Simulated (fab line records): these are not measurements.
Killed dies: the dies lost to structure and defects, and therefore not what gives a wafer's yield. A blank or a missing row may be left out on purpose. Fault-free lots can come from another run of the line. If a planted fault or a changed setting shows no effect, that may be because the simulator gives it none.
Problem report, 8D (eight disciplines) form, completed by code | flow n5-finfet | the parts of the form that need people (team, actions taken, sign-off) are left out

## 1. WHAT WENT WRONG
Mean RS_NWELL at N5_BEOL_M4_RC_MEAS_101: 1100 ohm/sq over 6 wafers in 2 lots; fault-free wafers: 1038 ohm/sq, standard deviation 5.8. That is +11 standard deviations from the usual mean.
First observed at day 11 14:14: wafer L170.1, on prober-02. Wafers with a number at this step in the record: 26, from 9 lots. Rule for "out" (also "out of limits"): further than 4 standard deviations from the usual mean. The rest of the wafers with a number are treated as sound.

## 2. WHAT IT IS, WHAT IT ISN'T
question                    | is                     | is not
which readings at this step | RS_NWELL               | DIBL_N, DIBL_P, IOFF_N, IOFF_P, ION_N, ION_P, SS_N, SS_P, VT_N, VT_P
which lots                  | L170, L171             | L156, L158, L163, L164, L167, L169, L179
which wafers of those lots  | all that have a number | -
read on which gauges        | prober-01, prober-02   | -
when                        | from day 11 14:14      | up to then (17 sound wafers); but 3 sound wafers of L179 came after

## 3. SUSPECTS, AND WHAT RULES EACH OUT
Counting: any tool at a process step up to the reading is kept as a suspect provided that every lot that is out went through it and no sound lot did after the first of them.
- the gauge at N5_BEOL_M4_RC_MEAS_101: ruled out. 2 gauges (prober-01, prober-02) read the wafers that are out.
- implanter-02 at N5_WELL_APT_IMPLANT_14: kept. Every lot that is out went through it, starting with L170 (day 5 01:53), and after that it ran no sound lot; the last sound lot it ran before then is L169 (day 4 19:51). Its own dose-ions-cm2 readings are out on those wafers.
Remaining after the count: implanter-02 at N5_WELL_APT_IMPLANT_14.

## 4. THE CAUSE (what the simulator had put in)
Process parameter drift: implanter-02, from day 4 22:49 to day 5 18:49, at N5_WELL_APT_IMPLANT_14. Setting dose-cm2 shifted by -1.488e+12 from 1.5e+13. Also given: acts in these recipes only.
This tool alone remained once counting was done.

## 5. THE EFFECT CHAIN, in route order
Each row: a reading whose mean over the struck wafers that have a number lies more than 3 standard deviations from the usual. Readings are gone through only where the record gives a usual standard deviation; hours: the median, over the lots, of the time from a lot's start at the first step in this table giving one to that lot's start at this step; sigmas: the change measured in usual standard deviations.
hours | step                   | reading            | usual       | on struck wafers | change      | sigmas
0     | N5_WELL_APT_IMPLANT_14 | dose-ions-cm2      | 1.4995e+13  | 1.3519e+13       | -1.4757e+12 | -87
0     | N5_WELL_APT_IMPLANT_14 | faraday-current-uA | 190         | 172              | -18         | -4.1
155   | N5_BEOL_M4_RC_MEAS_101 | RS_NWELL           | 1038 ohm/sq | 1100             | +62         | +11
Process steps it contains:
- N5_WELL_APT_IMPLANT_14

## 6. WHAT WOULD HAVE CAUGHT IT SOONER
The first out-of-limits reading at a measuring or inspecting step in this record came at day 11 14:14, 159 hours after the fault's start at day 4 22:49.
Tool's own readings at N5_WELL_APT_IMPLANT_14, dose-ions-cm2: out on all struck wafers the step has rows for; an alarm limit on them would have tripped on the first.
Each of the lots that are out, 2 in all, had begun N5_WELL_APT_IMPLANT_14 on implanter-02 no later than day 11 14:14. None of them would have been spared by holding the tool at that moment.
